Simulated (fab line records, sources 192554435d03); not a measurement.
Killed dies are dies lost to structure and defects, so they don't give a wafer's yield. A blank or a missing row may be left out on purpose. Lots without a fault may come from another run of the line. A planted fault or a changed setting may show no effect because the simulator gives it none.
One fault seen from 3 desks | flow n5_finfet | each desk has only its own numbers; what lay behind them comes last

THE DEFECT DESK
What the inspections along the route counted, lot by lot: means of the sampled wafers that have a number. A lot is out of limits, marked OUT, if its mean lies more than 4 standard deviations from the usual mean; the brackets give that distance.
Columns: A = raw_defect_count at N5_SPACER0_INSPECT_04, usual 131
lot  | first seen here | A
L851 | day 3 10:13     | 168
L852 | day 3 11:23     | 151
L853 | day 3 17:58     | 116
L860 | day 5 15:59     | 118
L864 | day 6 12:17     | 131
L865 | day 6 21:49     | 110
L866 | day 6 23:43     | 106
L869 | day 7 21:44     | 123
L872 | day 8 13:24     | 164
This desk's finding: nothing out of limits on any of the 9 lots.

THE TOOL OWNER'S DESK: ald_sin-04
The tool's own readings at N5_SPACER0_ALD_00 (deposits SiOCN, target thk 3.5 nm, pulse time 3 s, purge time 2 s): means of the sampled wafers that have a number, for each lot that ran on this tool. A lot is out of limits, marked OUT, if its mean lies more than 4 standard deviations from the usual mean; the brackets give that distance.
Columns: A = heater_power_w at N5_SPACER0_ALD_00, usual 860 W; B = precursor_pulse_height_rel at N5_SPACER0_ALD_00, usual 0.999
lot  | first seen here | A   | B
L860 | day 5 15:34     | 779 | 0.996
This desk's finding: nothing out of limits on the one lot.

THE METROLOGY DESK
What the gauges read, lot by lot, whatever tool the lot ran on: means of the sampled wafers that have a number. A lot is out of limits, marked OUT, if its mean lies more than 4 standard deviations from the usual mean; the brackets give that distance. Of its 12 readings 7 are shown: those that lie furthest out on some lot.
Columns: A = DIBL_P at N5_BEOL_M4_RC_MEAS_101, usual 36 mV/V; B = IOFF_N at N5_BEOL_M4_RC_MEAS_101, usual 0.16 nA/um; C = IOFF_P at N5_BEOL_M4_RC_MEAS_101, usual 0.21 nA/um; D = ION_N at N5_BEOL_M4_RC_MEAS_101, usual 677 uA/um; E = ION_P at N5_BEOL_M4_RC_MEAS_101, usual 464 uA/um; F = REXT_P at N5_BEOL_M4_RC_MEAS_101, usual 99.9 ohm.um; G = VT_P at N5_BEOL_M4_RC_MEAS_101, usual -251 mV
lot  | first seen here | A  | B    | C    | D   | E   | F     | G
L851 | day 3 08:46     | 39 | 0.23 | 0.31 | 702 | 482 | 98.6  | -245
L852 | day 3 10:29     | 37 | 0.17 | 0.22 | 681 | 471 | 98.6  | -249
L853 | day 3 17:05     | 38 | 0.19 | 0.30 | 689 | 482 | 102.8 | -241
L860 | day 5 14:53     | 36 | 0.15 | 0.19 | 675 | 461 | 104.2 | -252
L864 | day 6 11:25     | 36 | 0.18 | 0.21 | 664 | 452 | 100.0 | -253
L865 | day 6 20:56     | 36 | 0.17 | 0.20 | 665 | 452 | 102.4 | -250
L866 | day 6 22:49     | 40 | 0.19 | 0.22 | 685 | 459 | 100.0 | -252
L869 | day 7 20:47     | 37 | 0.17 | 0.23 | 680 | 465 | 97.9  | -247
L872 | day 8 11:50     | 37 | 0.19 | 0.21 | 675 | 457 | 97.9  | -254
This desk's finding: nothing out of limits on any of the 9 lots.

PUT TOGETHER
The defect desk saw nothing out of limits.
The tool owner's desk saw nothing out of limits.
The metrology desk saw nothing out of limits.

WHAT THE SIMULATOR HAD PUT IN
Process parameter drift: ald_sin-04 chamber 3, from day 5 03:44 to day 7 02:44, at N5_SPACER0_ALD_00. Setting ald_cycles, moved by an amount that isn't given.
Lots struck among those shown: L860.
